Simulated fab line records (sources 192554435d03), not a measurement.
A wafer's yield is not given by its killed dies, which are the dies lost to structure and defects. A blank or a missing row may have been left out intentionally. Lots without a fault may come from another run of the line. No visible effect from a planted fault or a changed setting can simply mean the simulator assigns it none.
Comparing a struck lot with a sound one + flow n5 finfet + 14 steps out of a route of 1938
Sound: these wafers, L344.2, L344.6. The struck wafers were L352.2, L352.3, L352.4. The cause is named last.
Each step with rows lists, per side, the tool, then ch with its chambers, then its first start. Under that, the readings that differ: sound wafers + struck wafers + difference of the means + sigmas: that difference in standard deviations of wafers without a fault.
alike: readings with means less than 2 such deviations apart, plus words and numbers identical on both sides. not compared: withheld readings, readings lacking a value on some wafer, bounds such as >300 that could conceal the same value, and numbers that have no deviation in the record and whose values overlap.
The two part at a step that has a row with sigmas, a row that says differs or no value, or rows on one side only. Non-overlapping numbers with no deviation appear without sigmas and do not part them. A reading that every wafer of one side lacks parts them only if that side has two wafers or more.

first, 3 steps without rows for these wafers: N5_FIN_SAQP_PRECLEAN_38 (cleans in O3/DIW, time 45 s); N5_FIN_SAQP_PRECLEAN_45 (cleans in dHF, time 10 s); N5_FIN_SAQP_SRD_39 (time 30 s).
N5_FIN_SAQP_OCD_MEAS_76:
  sound on ocd-01 at day 3 14:14; struck on ocd-02 at day 5 14:01
  alike: trench depth nm
N5_FIN_SAQP_INSPECT_40: inspects for defects (brightfield).
  sound on defect inspect-02 at day 3 14:16; struck on defect inspect-01 at day 5 14:03
  alike: raw defect count
then, 7 steps without rows for these wafers: N5_FIN_CUT_COAT_18 (time 60 s, resist thk 230 nm); N5_FIN_CUT_COAT_19 (time 60 s, resist thk 20 nm); N5_FIN_CUT_COAT_29 (time 60 s, resist thk 10 nm); N5_FIN_CUT_COAT_02 (resist thk 30 nm); N5_FIN_CUT_EBR_04; N5_FIN_CUT_SOFTBAKE_03 (time 60 s); N5_FIN_CUT_EXPOSE_05 (exposes mask FIN CUT).
N5_FIN_CUT_PEB_06: peb time 60 s.
  struck on litho track-02, day 5 14:17; sound on litho track-01 ch 0, day 3 14:30
  no value came back on the struck wafers for chill plate temp C (C), exhaust pa (Pa), peb time s (s); on the sound wafers chill plate temp C (C) reads 22.89 22.83
then, 1 step without rows for these wafers: N5_FIN_CUT_DEVELOP_07 (develop time 30 s).

== WHERE THEY PART ==
At N5_FIN_CUT_PEB_06 and nowhere else, as far as this record goes.

WHY: what the simulator had put in
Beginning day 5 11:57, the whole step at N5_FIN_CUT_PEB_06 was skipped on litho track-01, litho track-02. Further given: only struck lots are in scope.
